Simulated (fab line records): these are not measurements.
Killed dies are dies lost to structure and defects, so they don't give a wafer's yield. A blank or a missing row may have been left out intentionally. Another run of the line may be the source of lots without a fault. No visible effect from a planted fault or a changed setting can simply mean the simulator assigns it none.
fab line records + flow nand-harc
record:
- lots: 14
- wafers: 42
- last-day: 25
route steps=1159 shown P_GATE@124
lots that met no fault: from a run of the same line without faults
start-h: start of the lot's first displayed wafer, in hours after the record's first day + wait-h: hours from the lot's prior step to this one + " same as the row above + L1.1+2: a row that stands for several wafers + - either no value or no given start + * or withheld: withheld + < > ~ a bound
route shown NAME@n: NAME is a module with steps in the file, n the number in the route of the first one + usual: mean/standard deviation of fault-free wafers + same: alike in all rows + chamber/n: place in a boat + sites: per-site readings + _std_site: the standard deviation of these + _edge_site: the outer-site mean with the inner-site mean subtracted + radius-mm: how far each site lies from the wafer's centre + mask NAME#n: copy n + behind: the last tool/chamber to shape the wafer + hold: why the lot was held/for how many hours/how that ended + device: whichever transistor did not switch (one of n, p or np) + end of line: the tests these same wafers got at the end of their route + step lacking rows: just its recipe + killed: dies that structure and defects cost at the first sort, which is not the same as the wafer's yield + map: dies across one wafer; x = killed, . = not, _ = none there
set.NAME: setting as actually run; set.NAME@STEP: the setting as run at that earlier step + model.NAME: the simulator's own value behind a step, which no gauge read
steps of the route over a sample of lots; a table a step, a row a wafer
services: when a tool's chamber went out of use (start-h, in hours from the record's first day, below 0 if earlier), for how many hours, and the reason
== steps ==
step: NHARC_P_GATE_DESCUM_13
recipe:
- time-s: 3
- o2-flow-sccm: 200
- ar-flow-sccm: 0
- bias-power-w: 0
- chemistry: O2
usual:
- drypump-motor-current-A: 5.8/0.41
- oes-product-au: 1.004/0.0076
- rf-vpp-V: 57.8/0.83
- showerhead-plenum-p-Torr: 1.91/0.072
- throttle-valve-pct: 11.309/0.0084
| lot.wafer | tool        | chamber | start-h | wait-h | drypump-motor-current-A | oes-product-au | rf-hours-counter-h | rf-vpp-V | showerhead-plenum-p-Torr | throttle-valve-pct |
|-----------|-------------|---------|---------|--------|-------------------------|----------------|--------------------|----------|--------------------------|--------------------|
| L112.1    | rie-diel-11 | 3       | 133.78  | -      | 6.5                     | 1.006          | 29                 | 57.7     | 1.97                     | 11.315             |
| L112.2    | "           | 0       | "       | "      | 6.1                     | 1.002          | 30                 | 59.3     | 1.80                     | 11.299             |
| L112.3    | "           | 2       | "       | "      | 6.0                     | 1.008          | 27                 | 57.9     | 1.94                     | 11.306             |
| L111.4    | rie-diel-08 | 0       | 133.94  | -      | 5.8                     | 1.008          | 0                  | 56.7     | 1.91                     | 11.309             |
| L111.3    | "           | 2       | "       | "      | 5.8                     | 1.007          | 0                  | 59.1     | 1.79                     | 11.315             |
| L111.1    | "           | 3       | "       | "      | 5.6                     | 1.009          | 0                  | 58.7     | 1.92                     | 11.311             |
| L113.3    | rie-diel-11 | 0       | 142.99  | -      | 6.1                     | 0.993          | 33                 | 57.3     | 1.80                     | 11.299             |
| L113.1    | "           | 1       | "       | "      | 6.1                     | 1.004          | 32                 | 57.9     | 1.90                     | 11.315             |
| L113.6    | "           | 0       | "       | "      | 6.1                     | 0.991          | -                  | 57.8     | 1.80                     | 11.309             |
| L114.4    | rie-diel-08 | 0       | 154.42  | -      | 5.8                     | 1.006          | 2                  | 58.4     | 1.91                     | 11.292             |
| L114.3    | "           | 1       | "       | "      | 6.5                     | 1.010          | 2                  | 56.6     | 2.03                     | 11.308             |
| L114.6    | "           | 2       | "       | "      | 5.8                     | 1.007          | -                  | 57.1     | 1.79                     | 11.312             |
| L115.4    | rie-diel-11 | 0       | 154.56  | -      | 6.1                     | 1.008          | 35                 | 57.6     | 1.80                     | 11.301             |
| L115.5    | "           | 0       | "       | "      | 6.1                     | 1.003          | -                  | 57.9     | 1.80                     | 11.308             |
| L115.6    | "           | 1       | "       | "      | 6.1                     | 1.004          | -                  | 58.1     | 1.90                     | 11.305             |
| L116.1    | rie-diel-11 | 1       | 154.72  | -      | 6.1                     | 1.008          | 36                 | 58.1     | 1.90                     | 11.306             |
| L116.3    | "           | 2       | "       | "      | 6.1                     | 1.001          | 34                 | 58.5     | 1.94                     | 11.298             |
| L116.5    | "           | 2       | "       | "      | 6.0                     | 1.011          | -                  | 59.1     | 1.94                     | 11.317             |
| L117.2    | rie-diel-10 | 1       | 164.98  | -      | 5.2                     | 0.985          | 61                 | 56.6     | 1.82                     | 11.303             |
| L117.4    | "           | 3       | "       | "      | 5.7                     | 0.980          | 64                 | 58.4     | 1.96                     | 11.286             |
| L117.6    | "           | 2       | "       | "      | 5.2                     | 0.988          | -                  | 56.6     | 1.97                     | 11.304             |
| L119.3    | rie-diel-11 | 0       | 170.67  | -      | 6.1                     | 0.997          | 43                 | 57.8     | 1.80                     | 11.297             |
| L119.2    | "           | 1       | "       | "      | 6.1                     | 1.009          | 42                 | 57.7     | 1.90                     | 11.294             |
| L119.4    | "           | 2       | "       | "      | 6.1                     | 1.003          | 40                 | 57.2     | 1.94                     | 11.311             |
| L121.2    | rie-diel-08 | 2       | 190.03  | -      | 5.8                     | 1.003          | 8                  | 58.2     | 1.79                     | 11.313             |
| L121.4    | "           | 1       | "       | "      | 6.4                     | 1.018          | 9                  | 57.9     | 2.02                     | 11.322             |
| L121.5    | "           | 2       | "       | "      | 5.8                     | 1.011          | -                  | 57.7     | 1.79                     | 11.309             |
| L120.3    | rie-diel-10 | 2       | 190.19  | -      | 5.2                     | 1.000          | 1                  | 56.5     | 1.97                     | 11.307             |
| L120.4    | "           | 3       | "       | "      | 5.7                     | 1.019          | 2                  | 58.7     | 1.96                     | 11.316             |
| L120.5    | "           | 3       | "       | "      | 5.7                     | 1.017          | -                  | 59.0     | 1.96                     | 11.297             |
| L122.3    | rie-diel-10 | 3       | 194.90  | -      | 5.7                     | 1.005          | 3                  | 57.2     | 1.96                     | 11.301             |
| L122.2    | "           | 0       | "       | "      | 5.8                     | 0.998          | 3                  | 58.0     | 1.92                     | 11.315             |
| L122.1    | "           | 1       | "       | "      | 5.1                     | 0.992          | 3                  | 56.8     | 1.82                     | 11.316             |
| L123.3    | rie-diel-08 | 2       | 201.36  | -      | 5.8                     | 1.008          | 11                 | 56.9     | 1.79                     | 11.313             |
| L123.4    | "           | 0       | "       | "      | 5.8                     | 1.004          | 11                 | 58.1     | 1.90                     | 11.323             |
| L123.5    | "           | 1       | "       | "      | 6.5                     | 1.009          | -                  | 57.8     | 2.02                     | 11.308             |
| L124.3    | rie-diel-11 | 3       | 201.40  | -      | 6.6                     | 0.996          | 54                 | 56.5     | 1.97                     | 11.311             |
| L124.4    | "           | 1       | "       | "      | 6.1                     | 0.999          | 55                 | 58.1     | 1.90                     | 11.306             |
| L124.6    | "           | 3       | "       | "      | 6.6                     | 0.995          | -                  | 59.3     | 1.97                     | 11.298             |
| L125.3    | rie-diel-08 | 0       | 213.28  | -      | 5.8                     | 1.008          | 13                 | 58.3     | 1.90                     | 11.306             |
| L125.6    | "           | 1       | "       | "      | 6.5                     | 1.022          | -                  | 57.9     | 2.02                     | 11.319             |
| L125.5    | "           | 2       | "       | "      | 5.8                     | 1.012          | -                  | 56.6     | 1.79                     | 11.312             |
step: NHARC_P_GATE_DEP_103
recipe:
- target-thk-a: 300
- target-thk-nm: 30
- temp-c: 400
- flow-sccm: 200
- rf-w: 350
- material: SiON
usual:
- heater-power-outer-w: 476/87
- heater-power-w: 803/120
| lot.wafer | tool     | chamber | start-h | wait-h | heater-power-outer-w | heater-power-w |
|-----------|----------|---------|---------|--------|----------------------|----------------|
| L111.3    | pecvd-04 | 2       | 147.30  | 0.3    | 595                  | 938            |
| L111.1    | "        | 0       | "       | "      | 603                  | 912            |
| L111.4    | "        | 0       | "       | "      | 600                  | 931            |
| L112.3    | pecvd-04 | 1       | 147.94  | 0.3    | 460                  | 749            |
| L112.2    | "        | 2       | "       | "      | 526                  | 881            |
| L112.1    | "        | 0       | "       | "      | 577                  | 876            |
| L113.1    | pecvd-03 | 0       | 156.04  | 0.6    | 426                  | 666            |
| L113.3    | "        | 2       | "       | "      | 536                  | 873            |
| L113.6    | "        | 1       | "       | "      | 472                  | 811            |
| L114.3    | pecvd-04 | 0       | 169.21  | 0.3    | 629                  | 933            |
| L114.4    | "        | 0       | "       | "      | 629                  | 950            |
| L114.6    | "        | 2       | "       | "      | 594                  | 974            |
| L116.1    | pecvd-04 | 1       | 169.99  | 0.7    | 483                  | 815            |
| L116.3    | "        | 2       | "       | "      | 562                  | 933            |
| L116.5    | "        | 0       | "       | "      | 582                  | 905            |
| L115.6    | pecvd-03 | 2       | 170.85  | 0.4    | 466                  | 791            |
| L115.4    | "        | 0       | "       | "      | 519                  | 801            |
| L115.5    | "        | 1       | "       | "      | 538                  | 853            |
| L117.2    | pecvd-01 | 0       | 182.75  | 0.4    | 283                  | 549            |
| L117.4    | "        | 1       | "       | "      | 416                  | 723            |
| L117.6    | "        | 2       | "       | "      | 415                  | 773            |
| L119.3    | pecvd-01 | 2       | 184.76  | 0.6    | 400                  | 761            |
| L119.2    | "        | 0       | "       | "      | 352                  | 637            |
| L119.4    | "        | 0       | "       | "      | 357                  | 635            |
| L121.2    | pecvd-01 | 2       | 202.89  | 0.5    | 486                  | 885            |
| L121.4    | "        | 2       | "       | "      | 488                  | 915            |
| L121.5    | "        | 0       | "       | "      | 347                  | 598            |
| L120.3    | pecvd-01 | 0       | 203.37  | 0.4    | 346                  | 617            |
| L120.5    | "        | 1       | "       | "      | 530                  | 880            |
| L120.4    | "        | 0       | "       | "      | 360                  | 630            |
| L122.1    | pecvd-01 | 0       | 207.86  | 0.6    | 294                  | 566            |
| L122.3    | "        | 1       | "       | "      | 450                  | 777            |
| L122.2    | "        | 2       | "       | "      | 402                  | 756            |
| L123.3    | pecvd-01 | 1       | 214.15  | 0.3    | 520                  | 845            |
| L123.4    | "        | 1       | "       | "      | 509                  | 865            |
| L123.5    | "        | 2       | "       | "      | 505                  | 908            |
| L124.3    | pecvd-01 | 1       | 214.88  | 0.4    | 507                  | 866            |
| L124.4    | "        | 0       | "       | "      | 351                  | 624            |
| L124.6    | "        | 1       | "       | "      | 515                  | 861            |
| L125.3    | pecvd-04 | 2       | 226.50  | 0.4    | 543                  | 880            |
| L125.6    | "        | 1       | "       | "      | 468                  | 797            |
| L125.5    | "        | 0       | "       | "      | 614                  | 945            |
step: NHARC_P_GATE_DEVELOP_25
recipe:
- develop-time-s: 35
- dev-temp-c: 23
usual:
- chill-plate-temp-C: 23.01/0.095
- develop-time-s: 35/0
| lot.wafer | tool           | chamber | start-h | wait-h | chill-plate-temp-C | develop-time-s |
|-----------|----------------|---------|---------|--------|--------------------|----------------|
| L111.1    | litho-track-06 | -       | 147     | -      | -                  | -              |
| L111.3    | "              | -       | "       | "      | -                  | -              |
| L111.4    | "              | -       | "       | "      | -                  | -              |
| L112.1    | litho-track-01 | -       | 148     | -      | -                  | -              |
| L112.2    | "              | -       | "       | "      | -                  | -              |
| L112.3    | "              | -       | "       | "      | -                  | -              |
| L113.1    | litho-track-01 | 0       | 156     | -      | 23.02              | 35             |
| L113.3    | "              | 0       | "       | "      | 22.94              | 35             |
| L113.6    | "              | 0       | "       | "      | 23.05              | 35             |
| L114.3    | litho-track-04 | 0       | 169     | -      | 22.92              | 35             |
| L114.4    | "              | 0       | "       | "      | 22.88              | 35             |
| L114.6    | "              | 0       | "       | "      | 22.89              | 35             |
| L116.1    | litho-track-01 | 0       | 170     | -      | 23.15              | 35             |
| L116.3    | "              | 0       | "       | "      | 23.10              | 35             |
| L116.5    | "              | 0       | "       | "      | 22.88              | 35             |
| L115.4    | litho-track-04 | 0       | 171     | -      | 23.09              | 35             |
| L115.5    | "              | 0       | "       | "      | 23.14              | 35             |
| L115.6    | "              | 0       | "       | "      | 23.02              | 35             |
| L117.2    | litho-track-01 | 0       | 183     | -      | 23.15              | 35             |
| L117.4    | "              | 0       | "       | "      | 23.09              | 35             |
| L117.6    | "              | 0       | "       | "      | 23.00              | 35             |
| L119.2    | litho-track-04 | 0       | 185     | -      | 22.90              | 35             |
| L119.3    | "              | 0       | "       | "      | 23.08              | 35             |
| L119.4    | "              | 0       | "       | "      | 23.02              | 35             |
| L121.2    | litho-track-06 | 0       | 203     | -      | 23.04              | 35             |
| L121.4    | "              | 0       | "       | "      | 23.02              | 35             |
| L121.5    | "              | 0       | "       | "      | 22.83              | 35             |
| L120.3    | litho-track-06 | 0       | 203     | -      | 23.01              | 35             |
| L120.4    | "              | 0       | "       | "      | 22.98              | 35             |
| L120.5    | "              | 0       | "       | "      | 22.97              | 35             |
| L122.1    | litho-track-04 | 0       | 208     | -      | 23.01              | 35             |
| L122.2    | "              | 0       | "       | "      | 22.94              | 35             |
| L122.3    | "              | 0       | "       | "      | 22.87              | 35             |
| L123.3    | litho-track-04 | 0       | 214     | -      | 22.95              | 35             |
| L123.4    | "              | 0       | "       | "      | 23.11              | 35             |
| L123.5    | "              | 0       | "       | "      | 23.08              | 35             |
| L124.3    | litho-track-01 | 0       | 215     | -      | 23.19              | 35             |
| L124.4    | "              | 0       | "       | "      | 23.15              | 35             |
| L124.6    | "              | 0       | "       | "      | 23.04              | 35             |
| L125.3    | litho-track-01 | 0       | 227     | -      | 22.95              | 35             |
| L125.5    | "              | 0       | "       | "      | 22.86              | 35             |
| L125.6    | "              | 0       | "       | "      | 23.02              | 35             |
step: NHARC_P_GATE_STRIP_101
recipe:
- time-s: 20
- o2-flow-sccm: 500
- ar-flow-sccm: 0
- bias-w: 0
- chemistry: O2
usual:
- drypump-motor-current-A: 5.9/0.38
- oes-product-au: 1.005/0.0085
- rf-vpp-V: 57.7/0.91
- showerhead-plenum-p-Torr: 3.52/0.13
- throttle-valve-pct: 17.037/0.0094
| lot.wafer | tool        | chamber | start-h | wait-h | drypump-motor-current-A | oes-product-au | rf-hours-counter-h | rf-vpp-V | showerhead-plenum-p-Torr | throttle-valve-pct |
|-----------|-------------|---------|---------|--------|-------------------------|----------------|--------------------|----------|--------------------------|--------------------|
| L111.4    | rie-diel-08 | 3       | 159.12  | 0.1    | 5.6                     | 1.003          | 3                  | 58.9     | 3.54                     | 17.025             |
| L111.1    | "           | 0       | "       | "      | 5.8                     | 0.992          | 3                  | 57.9     | 3.52                     | 17.036             |
| L111.3    | "           | 1       | "       | "      | 6.5                     | 1.017          | 3                  | 58.3     | 3.72                     | 17.044             |
| L112.1    | rie-diel-08 | 0       | 159.63  | 0.1    | 5.8                     | 1.002          | 3                  | 57.6     | 3.51                     | 17.032             |
| L112.3    | "           | 1       | "       | "      | 6.5                     | 1.012          | 3                  | 58.4     | 3.72                     | 17.021             |
| L112.2    | "           | 2       | "       | "      | 5.8                     | 1.005          | 3                  | 57.5     | 3.32                     | 17.026             |
| L113.3    | rie-diel-11 | 1       | 167.90  | 0.1    | 6.1                     | 1.003          | 41                 | 58.7     | 3.51                     | 17.045             |
| L113.1    | "           | 3       | "       | "      | 6.6                     | 1.012          | 41                 | 57.2     | 3.62                     | 17.035             |
| L113.6    | "           | 1       | "       | "      | 6.2                     | 1.018          | -                  | 57.0     | 3.51                     | 17.044             |
| L114.3    | rie-diel-08 | 3       | 181.36  | 0.1    | 5.6                     | 1.003          | 7                  | 56.5     | 3.54                     | 17.033             |
| L114.4    | "           | 1       | "       | "      | 6.5                     | 1.021          | 8                  | 57.8     | 3.72                     | 17.036             |
| L114.6    | "           | 3       | "       | "      | 5.6                     | 1.008          | -                  | 58.3     | 3.54                     | 17.025             |
| L116.1    | rie-diel-08 | 1       | 181.91  | 0.1    | 6.5                     | 1.023          | 8                  | 59.3     | 3.72                     | 17.046             |
| L116.3    | "           | 3       | "       | "      | 5.6                     | 1.003          | 7                  | 59.1     | 3.54                     | 17.040             |
| L116.5    | "           | 1       | "       | "      | 6.5                     | 1.013          | -                  | 58.4     | 3.72                     | 17.044             |
| L115.4    | rie-diel-11 | 0       | 182.59  | 0.1    | 6.1                     | 0.999          | 50                 | 57.3     | 3.33                     | 17.035             |
| L115.5    | "           | 1       | "       | "      | 6.1                     | 1.004          | -                  | 58.4     | 3.50                     | 17.048             |
| L115.6    | "           | 2       | "       | "      | 6.1                     | 1.004          | -                  | 56.9     | 3.57                     | 17.044             |
| L117.2    | rie-diel-11 | 2       | 194.54  | 0.1    | 6.1                     | 1.006          | 49                 | 58.5     | 3.57                     | 17.025             |
| L117.6    | "           | 1       | "       | "      | 6.1                     | 1.007          | -                  | 59.2     | 3.50                     | 17.032             |
| L117.4    | "           | 2       | "       | "      | 6.1                     | 1.011          | -                  | 56.7     | 3.57                     | 17.042             |
| L119.3    | rie-diel-08 | 2       | 197.25  | 0.1    | 5.8                     | 1.004          | 11                 | 57.7     | 3.31                     | 17.017             |
| L119.2    | "           | 0       | "       | "      | 5.7                     | 0.991          | 11                 | 57.3     | 3.51                     | 17.046             |
| L119.4    | "           | 1       | "       | "      | 6.5                     | 1.007          | 11                 | 57.4     | 3.72                     | 17.023             |
| L121.2    | rie-diel-10 | 2       | 214.83  | 0.1    | 5.2                     | 1.002          | 10                 | 57.2     | 3.62                     | 17.038             |
| L121.4    | "           | 0       | "       | "      | 5.7                     | 0.998          | 10                 | 59.3     | 3.54                     | 17.038             |
| L121.5    | "           | 3       | "       | "      | 5.7                     | 1.004          | -                  | 57.7     | 3.60                     | 17.040             |
| L120.3    | rie-diel-08 | 0       | 214.96  | 0.1    | 5.8                     | 0.987          | 13                 | 57.8     | 3.51                     | 17.039             |
| L120.4    | "           | 1       | "       | "      | 6.5                     | 0.991          | 14                 | 58.2     | 3.72                     | 17.055             |
| L120.5    | "           | 1       | "       | "      | 6.5                     | 1.004          | -                  | 58.1     | 3.72                     | 17.030             |
| L122.1    | rie-diel-08 | 0       | 219.80  | 0.1    | 5.8                     | 0.996          | 14                 | 58.5     | 3.51                     | 17.025             |
| L122.3    | "           | 2       | "       | "      | 5.8                     | 0.999          | 14                 | 55.4     | 3.31                     | 17.038             |
| L122.2    | "           | 3       | "       | "      | 5.6                     | 1.007          | 13                 | 56.8     | 3.53                     | 17.054             |
| L123.3    | rie-diel-08 | 1       | 226.00  | 0.1    | 6.5                     | 1.010          | 15                 | 57.8     | 3.72                     | 17.034             |
| L123.5    | "           | 3       | "       | "      | 5.6                     | 1.007          | -                  | 57.5     | 3.53                     | 17.044             |
| L123.4    | "           | 2       | "       | "      | 5.8                     | 1.002          | -                  | 57.6     | 3.31                     | 17.046             |
| L124.3    | rie-diel-08 | 2       | 226.68  | 0.1    | 5.8                     | 1.010          | 15                 | 57.9     | 3.31                     | 17.039             |
| L124.4    | "           | 2       | "       | "      | 5.8                     | 0.991          | -                  | 57.1     | 3.31                     | 17.033             |
| L124.6    | "           | 3       | "       | "      | 5.6                     | 1.007          | -                  | 56.3     | 3.53                     | 17.029             |
| L125.3    | rie-diel-11 | 2       | 238.64  | 0.1    | 6.1                     | 1.014          | 3                  | 58.3     | 3.56                     | 17.038             |
| L125.6    | "           | 1       | "       | "      | 6.1                     | 0.998          | -                  | 57.9     | 3.49                     | 17.038             |
| L125.5    | "           | 2       | "       | "      | 6.1                     | 1.000          | -                  | 57.7     | 3.56                     | 17.049             |
== services ==
| tool           | chamber | start-h | hours | kind       |
|----------------|---------|---------|-------|------------|
| pecvd-03       | -       | 111.27  | 13.0  | pm         |
| litho-track-06 | -       | 117.00  | 7.0   | pm         |
| pecvd-01       | 2       | 124.68  | 12.8  | repair     |
| rie-diel-08    | -       | 124.82  | 9.0   | pm         |
| rie-diel-08    | 0       | 124.82  | 9.0   | vent-cycle |
| rie-diel-08    | 1       | 124.82  | 9.0   | vent-cycle |
| rie-diel-08    | 2       | 124.82  | 9.0   | vent-cycle |
| pecvd-01       | 2       | 137.55  | 13.5  | repair     |
| rie-diel-11    | 1       | 139.03  | 2.7   | repair     |
| pecvd-04       | -       | 140.19  | 0.6   | repair     |
| litho-track-04 | -       | 141.00  | 7.0   | pm         |
| pecvd-01       | 2       | 157.18  | 8.7   | repair     |
| rie-diel-08    | 2       | 165.39  | 1.7   | repair     |
| pecvd-01       | -       | 167.42  | 7.7   | repair     |
| rie-diel-10    | -       | 169.31  | 2.4   | repair     |
| rie-diel-10    | -       | 176.51  | 9.0   | pm         |
| rie-diel-11    | 0       | 190.93  | 4.3   | repair     |
| pecvd-04       | -       | 195.00  | 13.0  | pm         |
| rie-diel-10    | 0       | 205.61  | 9.2   | repair     |
| rie-diel-10    | -       | 213.33  | 0.7   | repair     |
| rie-diel-11    | 1       | 216.08  | 4.8   | repair     |
| rie-diel-08    | 0       | 221.21  | 8.3   | repair     |
| rie-diel-11    | -       | 221.64  | 9.0   | pm         |
| pecvd-01       | -       | 237.16  | 13.0  | pm         |
== key ==
first-sign:
- step: NHARC_P_GATE_DEVELOP_25
- reading: tool-record
- direction: missing
effect none on later readings
met-at NHARC_P_GATE_DEVELOP_25
struck-lots L111,L112
later-rows-left-out L111.1,L111.3,L111.4,L112.1,L112.2,L112.3
sort-left-out L111.1,L111.3,L111.4,L112.1,L112.2,L112.3
tester-left-out L111,L112
not-acting-at NHARC_P_GATE_DESCUM_13,NHARC_P_GATE_DEP_103,NHARC_P_GATE_STRIP_101
fault:
- kind: skipped-step-whole
- tool: litho-track-01,litho-track-06
- chamber: -
- onset-h: 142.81
- steps: NHARC_P_GATE_DEVELOP_25
- scope: struck-lots-only
tester-left-out: of these lots the tester's yield and bins aren't shown, on N5 and GAA mostly nor the transistor test; their killed dies are dies lost to structure and defects alone, not to doping, threshold or leakage, so they don't give the yield
sort-left-out: the simulated sort isn't trusted on such a fault, so these wafers' sort isn't shown, and their yield isn't known
later-rows-left-out: the simulator's readings of these wafers behind a module that went badly wrong aren't trusted and aren't shown, but for the sort
